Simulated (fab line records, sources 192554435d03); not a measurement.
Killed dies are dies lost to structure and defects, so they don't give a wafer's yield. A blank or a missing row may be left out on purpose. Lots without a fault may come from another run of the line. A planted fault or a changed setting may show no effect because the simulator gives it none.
fab line records | flow n5_finfet
record lots=9 wafers=25 last_day=17
route steps=1938 shown BEOL_M1@788 BEOL_M4@1111 PASSIVATION@1936
lots that met no fault: from a run of the same line without faults
start_h: hours from the record's first day to the start of the lot's first wafer shown | wait_h: hours since the lot's step before | " the same as in the row above | L1.1+2: a row that stands for several wafers | - no value, or no start given | * or withheld: withheld | < > ~ a bound
route shown NAME@n: a module of which the file shows steps, and the number in the route of the first | usual: mean/standard deviation of fault-free wafers | same: alike in all rows | chamber/n: place in a boat | sites: the reading at each site | _std_site: their standard deviation | _edge_site: outer sites' mean less inner sites' | radius_mm: how far each site lies from the wafer's centre | mask NAME#n: copy n | behind: the tool/chamber that last shaped the wafer | hold: why the lot was held/for how many hours/how that ended | device: the transistor (n, p or np) that didn't switch | end of line: the same wafers' tests at the end of the route | a step without rows: its recipe alone | killed: dies lost to structure and defects at the first sort, not the wafer's yield | map: a wafer's dies, x killed, . not, _ none there
set.NAME: the setting as run; set.NAME@STEP: as run at that earlier step | model.NAME: the simulator's own value behind a step, which no gauge read
steps of the route over a sample of lots; a table a step, a row a wafer
services: from which hour (start_h, from the record's first day; less than 0 if before it) a tool's chamber was out of use, for how many hours, and why
## steps
# step N5_BEOL_M1_INSPECT_30
# recipe mode=adi inspect_instrument=brightfield
# usual raw_defect_count=409/90
# columns lot.wafer tool chamber start_h wait_h raw_defect_count
L307.2 defect_inspect-01 - 148.51 0.0 520
L307.5 " - " " 412
L307.6 " - " " 456
L310.1 defect_inspect-02 - 163.15 0.1 386
L310.3 " - " " 520
L310.4 " - " " 320
L312.1 defect_inspect-01 - 169.94 0.1 385
L312.5 " - " " 442
L312.6 " - " " 396
L311.3 defect_inspect-02 - 172.53 0.0 681
L311.4 " - " " 409
L313.1 defect_inspect-01 - 183.01 0.1 540
L313.5 " - " " 329
L314.2 defect_inspect-02 - 192.65 0.0 381
L314.3 " - " " 324
L314.4 " - " " 491
L322.1 defect_inspect-02 - 243.11 0.1 336
L322.3 " - " " 351
L322.6 " - " " 336
L323.2 defect_inspect-02 - 243.16 0.0 345
L323.4 " - " " 348
L323.5 " - " " 320
L324.4 defect_inspect-02 - 253.11 0.0 330
L324.5 " - " " 324
L324.6 " - " " 265
# step N5_BEOL_M1_ALD_98
# recipe material=SiO2 target_thk_a=25 temp_c=100 ald_precursor_family=BDEAS ald_co_reactant=O2-plasma pulse_time_s=1 co_reactant_pulse_time_s=1 purge_time_s=2 co_reactant_purge_time_s=2 ald_cycles=17 pressure_torr=2
# usual ald_cycles=17/0 heater_power_w=78/4.8 precursor_pulse_height_rel=1.002/0.018
# columns lot.wafer tool chamber start_h wait_h ald_cycles heater_power_w precursor_pulse_height_rel
L307.2 ald_sin-03 1 148.68 0.1 17 89 1.000
L307.5 " 1 " " 17 89 0.981
L307.6 " 2 " " 17 74 1.004
L310.1 ald_sin-03 2 163.39 0.1 17 74 1.016
L310.3 " 3 " " 17 77 0.968
L310.4 " 1 " " 17 86 1.014
L312.1 ald_sin-03 0 170.11 0.1 17 75 1.013
L312.5 " 2 " " 17 73 0.982
L312.6 " 3 " " 17 77 0.977
L311.3 ald_sin-03 3 172.70 0.1 12 76 1.000
L311.4 " 1 " " 17 87 0.981
L313.1 ald_sin-03 0 183.33 0.2 12 76 1.015
L313.5 " 1 " " 17 88 1.018
L314.2 ald_sin-03 0 192.82 0.1 17 76 1.028
L314.3 " 3 " " 12 76 1.017
L314.4 " 1 " " 17 89 1.015
L322.1 ald_sin-04 0 243.32 0.1 17 77 0.990
L322.3 " 1 " " 17 85 1.020
L322.6 " 1 " " 17 85 1.016
L323.2 ald_sin-01 3 243.32 0.1 17 77 1.036
L323.4 " 0 " " 17 80 0.953
L323.5 " 1 " " 17 78 0.999
L324.4 ald_sin-03 0 253.27 0.1 17 78 1.049
L324.5 " 1 " " 17 85 1.024
L324.6 " 2 " " 17 74 1.002
# step N5_BEOL_M1_VIA_ETCH_34
# recipe chemistry=C4F6/O2 target_depth_a=678 mask_material=SOC pressure_mtorr=15 ion_energy_ev=250 taper_deg=4 time_s=64.4 source_w=350 bias_w=170 Ar_flow_sccm=300 C4F6_flow_sccm=10 O2_flow_sccm=10
# usual drypump_motor_current_A=5.6/0.31 oes_o_777_au=0.77/0.055 oes_product_au=0.76/0.053 rf_vpp_V=662/8 showerhead_plenum_p_Torr=2.75/0.11 throttle_valve_pct=30.62/0.25
# columns lot.wafer tool chamber start_h wait_h drypump_motor_current_A oes_o_777_au oes_product_au rf_hours_counter_h rf_vpp_V showerhead_plenum_p_Torr throttle_valve_pct
L307.2 rie_diel-01 2 149.50 0.0 5.8 0.82 0.80 108 671 2.85 30.15
L307.5 " 1 " " 6.0 0.74 0.73 - 671 2.95 30.47
L307.6 " 2 " " 5.7 0.81 0.80 - 669 2.85 30.15
L310.1 rie_diel-04 1 167.19 0.0 5.1 0.72 0.71 212 667 2.71 31.08
L310.3 " 2 " " 5.8 0.77 0.75 137 657 2.64 30.62
L310.4 " 0 " " 5.2 0.72 0.69 228 656 2.79 30.55
L312.1 rie_diel-01 3 174.74 0.0 5.5 0.75 0.76 142 661 2.64 30.90
L312.5 " 1 " " 6.0 0.73 0.74 - 670 2.95 30.47
L312.6 " 3 " " 5.5 0.74 0.76 - 660 2.64 30.91
L311.3 rie_diel-03 1 174.93 0.0 6.1 0.91 0.88 40 649 2.77 30.51
L311.4 " 0 " " 5.4 0.76 0.77 136 664 2.63 30.83
L313.1 rie_diel-01 3 186.50 0.0 5.6 0.74 0.76 147 661 2.64 30.91
L313.5 " 0 " " 5.7 0.85 0.82 - 658 2.88 30.42
L314.2 rie_diel-04 3 193.71 0.0 6.0 0.77 0.76 129 676 2.74 30.45
L314.3 " 2 " " 5.8 0.75 0.75 144 659 2.64 30.65
L314.4 " 1 " " 5.0 0.72 0.70 220 664 2.70 31.11
L322.1 rie_diel-01 1 243.58 0.0 6.0 0.72 0.70 197 670 2.94 30.49
L322.3 " 3 " " 5.5 0.73 0.73 166 661 2.63 30.91
L322.6 " 3 " " 5.6 0.73 0.74 - 660 2.63 30.94
L323.2 rie_diel-04 2 243.77 0.0 5.8 0.75 0.73 162 657 2.63 30.66
L323.4 " 1 " " 5.0 0.71 0.69 - 665 2.69 31.11
L323.5 " 2 " " 5.8 0.75 0.73 - 659 2.63 30.64
L324.4 rie_diel-04 1 258.22 0.0 5.1 0.70 0.69 243 667 2.69 31.15
L324.5 " 1 " " 5.1 0.70 0.68 - 665 2.69 31.13
L324.6 " 2 " " 5.8 0.74 0.73 - 657 2.63 30.66
# step N5_BEOL_M1_STRIP_36
# recipe chemistry=N2/H2 power_w=450 temp_c=40 pressure_mtorr=20 rf_frequency_hz=6e+07 overash_fraction=0.3 bias_power_w=7 h2_frac=0.5 n2_flow_sccm=200 h2_flow_sccm=200
# usual drypump_motor_current_A=5.6/0.3 oes_product_au=0.76/0.051 rf_vpp_V=58.7/1.4 showerhead_plenum_p_Torr=2.45/0.11 throttle_valve_pct=23.51/0.27
# columns lot.wafer tool chamber start_h wait_h drypump_motor_current_A oes_product_au rf_hours_counter_h rf_vpp_V showerhead_plenum_p_Torr throttle_valve_pct
L307.2 rie_diel-01 2 149.56 0.0 5.7 0.81 108 55.4 2.56 23.02
L307.5 " 1 " " 6.0 0.74 - 60.4 2.63 23.40
L307.6 " 2 " " 5.7 0.79 - 55.7 2.56 23.03
L310.1 rie_diel-04 1 167.24 0.0 5.1 0.72 212 58.3 2.41 24.13
L310.3 " 2 " " 5.8 0.76 137 59.9 2.33 23.24
L310.4 " 0 " " 5.2 0.69 228 57.9 2.50 23.72
L312.1 rie_diel-01 3 174.80 0.0 5.5 0.75 142 56.9 2.34 23.56
L312.5 " 1 " " 6.0 0.74 - 58.7 2.63 23.38
L312.6 " 3 " " 5.5 0.77 - 56.0 2.34 23.59
L311.3 rie_diel-03 1 174.99 0.0 6.1 0.88 40 58.6 2.48 23.60
L311.4 " 0 " " 5.4 0.76 136 57.2 2.33 23.74
L313.1 rie_diel-01 3 186.56 0.0 5.6 0.76 147 59.4 2.34 23.56
L313.5 " 0 " " 5.7 0.82 - 58.9 2.58 23.24
L314.2 rie_diel-04 3 193.77 0.0 6.0 0.77 129 58.1 2.45 23.52
L314.3 " 2 " " 5.8 0.74 144 58.7 2.32 23.28
L314.4 " 1 " " 5.1 0.70 220 57.9 2.41 24.10
L322.1 rie_diel-01 1 243.64 0.0 6.0 0.72 197 61.8 2.62 23.43
L322.3 " 3 " " 5.5 0.74 166 59.1 2.33 23.60
L322.6 " 3 " " 5.5 0.74 - 60.1 2.33 23.59
L323.2 rie_diel-04 2 243.83 0.0 5.8 0.72 162 56.8 2.32 23.28
L323.4 " 1 " " 5.1 0.70 - 56.3 2.40 24.13
L323.5 " 2 " " 5.8 0.72 - 56.0 2.32 23.30
L324.4 rie_diel-04 1 258.28 0.0 5.1 0.69 243 59.9 2.40 24.16
L324.5 " 1 " " 5.1 0.68 - 60.1 2.40 24.18
L324.6 " 2 " " 5.8 0.72 - 58.1 2.32 23.28
# step N5_BEOL_M4_RC_MEAS_101
# usual CHAIN_V0=236/7.2 DIBL_N=36.1/1.3 DIBL_P=36.3/1.4 IOFF_N=0.162/0.024 IOFF_P=0.22/0.033 ION_N=674/9.9 ION_P=464/7.6 SS_N=71.6/0.53 SS_P=73.4/0.55 VT_N=249.4/2.9 VT_P=-249/3.3
# columns lot.wafer tool chamber start_h wait_h CHAIN_V0[ohm/link] DIBL_N[mV/V] DIBL_P[mV/V] IOFF_N[nA/um] IOFF_P[nA/um] ION_N[uA/um] ION_P[uA/um] SS_N[mV/dec] SS_P[mV/dec] VT_N[mV] VT_P[mV]
L307.2 prober-01 0 187.04 0.2 230 36.3 35.9 0.191 0.26 679 470 71.9 74.5 246.7 -245
L307.5 " 0 " " 230 35.9 35.8 0.176 0.26 675 474 72.2 74.1 245.9 -245
L307.6 " 0 " " 231 36.3 35.8 0.186 0.26 693 477 71.1 73.0 243.3 -245
L310.1 prober-01 0 202.37 0.0 242 36.7 37.3 0.166 0.20 670 454 70.2 72.8 248.5 -250
L310.3 " 0 " " 244 36.6 36.2 0.155 0.20 672 460 71.3 72.9 248.3 -255
L310.4 " 0 " " 250 37.6 37.2 0.177 0.21 670 452 71.9 73.0 248.4 -252
L312.1 prober-02 0 209.84 0.0 233 37.9 37.5 0.204 0.28 696 474 72.1 74.5 243.4 -244
L312.5 " 0 " " 243 35.1 34.0 0.141 0.21 682 466 71.1 72.9 251.4 -247
L312.6 " 0 " " 233 38.3 38.2 0.203 0.29 680 475 72.4 74.3 243.4 -246
L311.3 prober-01 0 218.30 1.3 201 35.7 34.1 0.153 0.20 668 464 71.3 72.7 248.3 -248
L311.4 " 0 " " 237 36.3 35.7 0.169 0.23 689 473 72.2 73.8 248.7 -247
L313.1 prober-02 0 219.99 0.0 218 34.6 35.5 0.152 0.19 675 457 71.7 73.3 250.7 -251
L313.5 " 0 " " 237 34.7 35.4 0.153 0.19 681 459 71.3 72.9 248.7 -253
L314.2 prober-02 0 225.32 0.2 234 36.2 36.2 0.166 0.23 671 459 72.4 73.4 247.3 -250
L314.3 " 0 " " 214 36.2 36.2 0.165 0.22 677 466 71.5 72.8 249.8 -250
L314.4 " 0 " " 241 37.2 36.9 0.177 0.23 674 461 72.1 73.6 249.9 -247
L322.1 prober-01 0 278.18 0.0 231 36.3 37.8 0.179 0.21 675 465 72.1 73.6 247.6 -250
L322.3 " 0 " " 243 35.4 36.1 0.161 0.19 675 458 71.5 73.7 248.0 -252
L322.6 " 0 " " 234 35.9 36.8 0.170 0.20 675 458 71.7 73.9 250.0 -250
L323.2 prober-02 0 284.58 0.2 234 38.8 38.9 0.210 0.26 690 472 72.5 74.0 246.8 -249
L323.4 " 0 " " 243 36.9 36.9 0.172 0.23 682 468 72.1 73.4 248.5 -248
L323.5 " 0 " " 253 37.9 38.3 0.193 0.24 681 466 71.6 74.0 247.4 -249
L324.4 prober-02 0 301.76 0.5 245 35.8 34.9 0.142 0.22 675 465 71.0 72.7 249.5 -246
L324.5 " 0 " " 243 33.6 32.3 0.111 0.18 654 461 71.4 72.7 252.1 -250
L324.6 " 0 " " 235 36.4 36.6 0.154 0.24 683 470 71.3 73.4 250.5 -246
# sites CHAIN_V0 radius_mm=0,75,75,75,75,140,140,140,140
L307.2 218 230 233 228 227 233 234 227 238
L310.1 242 249 244 244 246 219 220 216 217
L312.1 236 231 234 234 232 225 236 233 229
L311.3 204 203 201 208 204 192 190 192 193
L313.1 227 226 218 228 223 199 210 207 205
L314.2 223 234 236 239 240 224 234 230 232
L322.1 233 231 243 239 239 222 221 219 224
L323.2 235 239 234 234 248 220 230 217 222
L324.4 231 245 249 239 253 245 253 241 243
# step N5_PASSIVATION_PROBE_49
# usual defect_limited_yield=91.1/1.5 killed_at_M0_to_M3=36/11 killed_at_M4_up=13/5 killed_at_contacts=13/5 killed_at_front_end=40/12 killed_at_other=3.3/2.3 killed_dies=106/17 killed_open=70/13 killed_short=34/7.6 sort_bin_5_function=5.3/0.96 sort_bin_6_memory=3.3/0.66 sort_n_pass=1074/17 sort_yield_pct=91.1/1.5
# same gross_dies=1180 killed_at_back_side=0 sort_bin_4_leakage[%]=0 sort_bin_8_speed[%]=0
# columns lot.wafer tool chamber start_h wait_h defect_limited_yield[%] killed_at_M0_to_M3 killed_at_M4_up killed_at_contacts killed_at_front_end killed_at_other killed_dies killed_open killed_short sort_bin_5_function[%] sort_bin_6_memory[%] sort_n_pass sort_yield_pct[%]
L313.1 prober-01 - 312.20 0.0 90.6 37 22 15 27 10 111 75 31 5.6 3.6 1069 90.6
L314.3 prober-01 - 320.67 0.1 92.0 30 7 5 48 4 94 62 31 5.2 2.5 1086 92.0
# killed by level:class
L313.1 BEOL_M4:geometric_particle:open=14 MOL_CONTACT_COAG:geometric_particle:open=13 BEOL_M0_SAQP:geometric_particle:open=9 BEOL_M0_SAQP:geometric_particle:short=9 BEOL_M3:geometric_particle:open=5 FIN_SAQP:geometric_particle:open=4 DUMMY_GATE:geometric_particle:open=4 MIM_BOT:geometric_particle:open=4
L314.3 STI_FIN_REVEAL:geometric_particle:open=17 FIN_SAQP:geometric_particle:short=9 BEOL_M2:geometric_particle:open=9 BEOL_M0_SAQP:geometric_particle:open=7 GATE_CUT:geometric_particle:open=5 GATE_CUT:geometric_particle:short=4 MOL_CONTACT_COAG:geometric_particle:open=4 BEOL_M0_SAQP:geometric_particle:short=4
## services
# columns tool chamber start_h hours kind
ald_sin-03 - 131.06 1.0 repair
rie_diel-01 3 135.21 3.0 repair
rie_diel-04 0 154.84 11.5 repair
ald_sin-04 - 177.59 14.0 pm
ald_sin-04 0 177.59 14.0 vent_cycle
ald_sin-04 1 177.59 14.0 vent_cycle
ald_sin-04 2 177.59 14.0 vent_cycle
ald_sin-04 3 177.59 14.0 vent_cycle
rie_diel-01 - 181.01 0.5 repair
ald_sin-03 2 182.01 9.5 repair
ald_sin-04 0 191.59 - clean
ald_sin-04 1 191.59 - clean
ald_sin-04 2 191.59 - clean
rie_diel-03 - 211.39 14.6 pm
ald_sin-01 - 212.25 1.2 repair
rie_diel-01 3 230.17 3.4 repair
rie_diel-04 0 234.21 - clean
rie_diel-04 0 234.21 - consumable_replace:focus_ring
rie_diel-04 0 234.21 20.6 scheduled_down
rie_diel-04 0 234.21 20.6 vent_cycle
ald_sin-03 2 253.74 8.2 repair
rie_diel-04 - 254.83 0.1 repair
rie_diel-01 2 256.39 8.1 repair
ald_sin-01 - 258.04 6.1 pm
## key
first_sign step=N5_BEOL_M1_ALD_98 reading=ald_cycles direction=down sigmas=99+ usual=* struck=*
effect step=N5_BEOL_M4_RC_MEAS_101 reading=CHAIN_V0 direction=down sigmas=3.5 usual=236 struck=211
met_at N5_BEOL_M1_ALD_98
struck_lots L311,L313,L314
struck_wafers L311.3,L313.1,L314.3
not_acting_at N5_BEOL_M1_INSPECT_30,N5_BEOL_M1_VIA_ETCH_34,N5_BEOL_M1_STRIP_36
onset_between 170.11 172.70
fault kind=process_parameter_drift tool=ald_sin-03 chamber=- onset_h=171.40 steps=N5_BEOL_M1_ALD_98 channel=ald_cycles offset=* shape=step end_h=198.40 scope=struck_wafers_only acts_in=* stated=*
